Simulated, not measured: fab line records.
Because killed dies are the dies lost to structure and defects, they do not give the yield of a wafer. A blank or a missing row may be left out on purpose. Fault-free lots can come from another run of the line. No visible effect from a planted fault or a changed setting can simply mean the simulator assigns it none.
Which tool was responsible? | flow nand-harc | 13 lots, 39 wafers sampled, at 5 steps of a route of 1159

## WHAT EACH GAUGE READ, for each wafer
NHARC_P_STI_OVL_MEAS_10. Usual: overlay-x-nm 0 nm, standard deviation 6.7; overlay-y-nm 1 nm, standard deviation 5.4.
lot  | measured    | on         | overlay-x-nm (nm) | overlay-y-nm (nm) | flag
L322 | day 2 12:53 | overlay-01 | 9 9 9             | 6 6 6             |
L324 | day 2 23:58 | overlay-02 | -1 -1 0           | -2 -2 -3          |
L325 | day 3 14:29 | overlay-01 | -6 -7 -6          | 6 6 6             |
L326 | day 3 14:19 | overlay-01 | 0 0 0             | -4 -4 -4          |
L329 | day 4 05:38 | overlay-01 | 0 0 0             | 1 1 1             |
L330 | day 4 12:17 | overlay-01 | 0 1 1             | -5 -4 -5          |
L331 | day 4 18:51 | overlay-01 | 0 0 0             | 5 6 5             |
L332 | day 4 23:00 | overlay-01 | 8 7 8             | -4 -3 -4          |
L340 | day 7 00:16 | overlay-02 | -2 -2 -1          | 1 1 1             |
L342 | day 7 14:11 | overlay-02 | -5 -5 -5          | -9 -9 -8          |
L343 | day 7 14:22 | overlay-01 | -6 -6 -5          | -12 -12 -13       |
L344 | day 7 23:11 | overlay-02 | 1 0 0             | 1 1 1             |
L345 | day 8 05:08 | overlay-01 | 6 6 6             | 5 5 4             |

NHARC_P_GATE_CD_MEAS_26 targets a cd of 120 nm. Usual: cd-nm reads 119.7 nm (standard deviation 0.52).
lot  | measured     | on        | cd-nm (nm)        | flag
L322 | day 4 18:17  | cd-sem-03 | 119.0 120.2 120.0 |
L324 | day 5 02:07  | cd-sem-03 | 119.1 119.1 119.1 |
L325 | day 5 22:46  | cd-sem-02 | 119.3 119.2 119.8 |
L326 | day 5 23:25  | cd-sem-03 | 119.2 119.9 120.1 |
L329 | day 6 12:14  | cd-sem-03 | 119.6 120.3 120.1 |
L330 | day 6 17:34  | cd-sem-02 | 117.0 116.9 118.0 | OFF
L331 | day 7 00:28  | cd-sem-03 | 119.0 119.9 119.8 |
L332 | day 6 23:59  | cd-sem-02 | 119.9 120.9 119.7 |
L340 | day 9 05:13  | cd-sem-02 | 119.6 119.5 120.4 |
L342 | day 9 17:36  | cd-sem-02 | 120.5 120.7 119.6 |
L343 | day 9 17:27  | cd-sem-02 | 119.7 120.3 119.7 |
L344 | day 10 07:17 | cd-sem-02 | 119.9 119.5 119.9 |
L345 | day 10 16:45 | cd-sem-03 | 119.1 119.8 120.2 |

NHARC_P_GATE_CD_MEAS_33. Usual: cd-nm reads 120.7 nm (standard deviation 2.7).
lot  | measured     | on        | cd-nm (nm)        | flag
L322 | day 4 19:21  | cd-sem-01 | 119.2 121.7 121.0 |
L324 | day 5 03:10  | cd-sem-01 | 123.4 115.3 122.8 |
L325 | day 5 23:48  | cd-sem-02 | 124.8 121.9 124.1 |
L326 | day 6 00:24  | cd-sem-01 | 120.2 125.5 120.3 |
L329 | day 6 13:25  | cd-sem-03 | 119.7 123.7 123.9 |
L330 | day 6 18:33  | cd-sem-03 | 116.3 114.7 116.2 |
L331 | day 7 01:43  | cd-sem-03 | 118.7 119.6 119.9 |
L332 | day 7 01:19  | cd-sem-02 | 118.7 124.0 119.6 |
L340 | day 9 06:14  | cd-sem-02 | 122.1 116.9 117.3 |
L342 | day 9 18:37  | cd-sem-01 | 121.0 118.9 117.0 |
L343 | day 9 18:35  | cd-sem-03 | 118.8 122.6 116.9 |
L344 | day 10 08:20 | cd-sem-01 | 124.6 122.3 119.5 |
L345 | day 10 17:52 | cd-sem-02 | 123.2 111.7 121.0 |

## WHICH TOOL RAN EACH LOT (tool, then ch and the chambers of the sampled wafers, then the start)
lot  | NHARC_P_ZERO_WELL_DESCUM_54       | NHARC_P_GATE_EXPOSE_23
L322 | rie-diel-08 ch 2,3, day 1 18:01   | arfi-scanner-01 ch 0, day 4 18:09
L324 | rie-diel-01 ch 1,3, day 2 05:50   | arfi-scanner-03 ch 0, day 5 01:59
L325 | rie-diel-01 ch 0,2,3, day 2 11:51 | arfi-scanner-03 ch 0, day 5 22:38
L326 | rie-diel-12 ch 0,2,3, day 2 17:55 | arfi-scanner-03 ch 0, day 5 23:17
L329 | rie-diel-12 ch 1,3, day 3 11:43   | arfi-scanner-02 ch 0, day 6 12:06
L330 | rie-diel-01 ch 0,1,2, day 3 17:59 | arfi-scanner-01 ch 0, day 6 17:25
L331 | rie-diel-01 ch 0,3, day 3 23:56   | arfi-scanner-01 ch 0, day 7 00:20
L332 | rie-diel-08 ch 0,1, day 4 05:58   | arfi-scanner-01 ch 0, day 6 23:50
L340 | rie-diel-01 ch 0,1,3, day 6 05:49 | arfi-scanner-02 ch 0, day 9 05:05
L342 | rie-diel-12 ch 0,1,2, day 6 18:06 | arfi-scanner-02 ch 0, day 9 17:28
L343 | rie-diel-08 ch 0,2,3, day 7 00:07 | arfi-scanner-01 ch 0, day 9 17:19
L344 | rie-diel-01 ch 0,2,3, day 7 05:58 | arfi-scanner-01 ch 0, day 10 07:09
L345 | rie-diel-01 ch 0,1,2, day 7 12:02 | arfi-scanner-02 ch 0, day 10 16:37
- NHARC_P_ZERO_WELL_DESCUM_54: chemistry O2, time 3 s.
- NHARC_P_GATE_EXPOSE_23: exposes mask P GATE, target cd 120 nm.

## WHAT THE TOOLS THEMSELVES READ (means of the sampled wafers that have a number; where no wafer has one, the mark that the record gives instead)
NHARC_P_ZERO_WELL_DESCUM_54. Usual: chamber-pressure-mTorr 60.00 mTorr, standard deviation 0.057; drypump-motor-current-A 5.8 A, standard deviation 0.48; oes-product-au 1.005 a.u., standard deviation 0.011; rf-vpp-V 57.8 V, standard deviation 0.97; showerhead-plenum-p-Torr 1.91 Torr, standard deviation 0.1; throttle-valve-pct 11.312 %, standard deviation 0.011.
lot  | tool        | chamber-pressure-mTorr (mTorr) | drypump-motor-current-A (A) | oes-product-au (a.u.) | rf-vpp-V (V) | showerhead-plenum-p-Torr (Torr) | throttle-valve-pct (%) | flag
L322 | rie-diel-08 | 60.04                          | 5.6                         | 0.996                 | 57.5         | 1.90                            | 11.306                 |
L324 | rie-diel-01 | 59.94                          | 5.5                         | 1.014                 | 58.4         | 1.93                            | 11.313                 |
L325 | rie-diel-01 | 59.99                          | 6.0                         | 1.009                 | 57.7         | 1.83                            | 11.305                 |
L326 | rie-diel-12 | 59.95                          | 5.8                         | 0.993                 | 58.1         | 1.99                            | 11.315                 |
L329 | rie-diel-12 | 60.05                          | 5.8                         | 1.009                 | 57.6         | 1.98                            | 11.318                 |
L330 | rie-diel-01 | 60.06                          | 5.6                         | 1.016                 | 57.5         | 1.89                            | 11.316                 |
L331 | rie-diel-01 | 60.05                          | 6.0                         | 1.008                 | 58.1         | 1.82                            | 11.316                 |
L332 | rie-diel-08 | 60.02                          | 6.2                         | 1.005                 | 57.4         | 1.86                            | 11.312                 |
L340 | rie-diel-01 | 60.02                          | 5.6                         | 1.000                 | 58.0         | 1.90                            | 11.322                 |
L342 | rie-diel-12 | 60.01                          | 6.2                         | 1.001                 | 59.1         | 2.06                            | 11.322                 |
L343 | rie-diel-08 | 59.99                          | 5.8                         | 0.996                 | 57.1         | 1.89                            | 11.306                 |
L344 | rie-diel-01 | 60.03                          | 5.9                         | 1.016                 | 57.9         | 1.83                            | 11.317                 |
L345 | rie-diel-01 | 60.01                          | 5.6                         | 1.018                 | 57.5         | 1.89                            | 11.306                 |

## THE ANSWER, worked out from the rows above alone
Rule: lot off if the mean of its wafers having a number is beyond 3 standard deviations from the usual mean. Also off: a lot with no number at a reading for which 4 or more lots have one. Where the step has rows for the other lots, those lots are counted as sound. The gauges are gone through in route order, then the tools' own readings, and for those a lot's mean is taken as printed above. The first step at which some lot is off is used, and at that step the reading that is off furthest; a lot without a number counts as furthest.
Off at NHARC_P_GATE_CD_MEAS_26 (cd-nm): L330.
A tool fits if, at a process step before that reading, it ran every lot that is off, and no sound lot after the first of them. Those tools and the gauges at NHARC_P_GATE_CD_MEAS_26 are tried in the same way. None of those tried fits.

## WHAT THE SIMULATOR PUT IN
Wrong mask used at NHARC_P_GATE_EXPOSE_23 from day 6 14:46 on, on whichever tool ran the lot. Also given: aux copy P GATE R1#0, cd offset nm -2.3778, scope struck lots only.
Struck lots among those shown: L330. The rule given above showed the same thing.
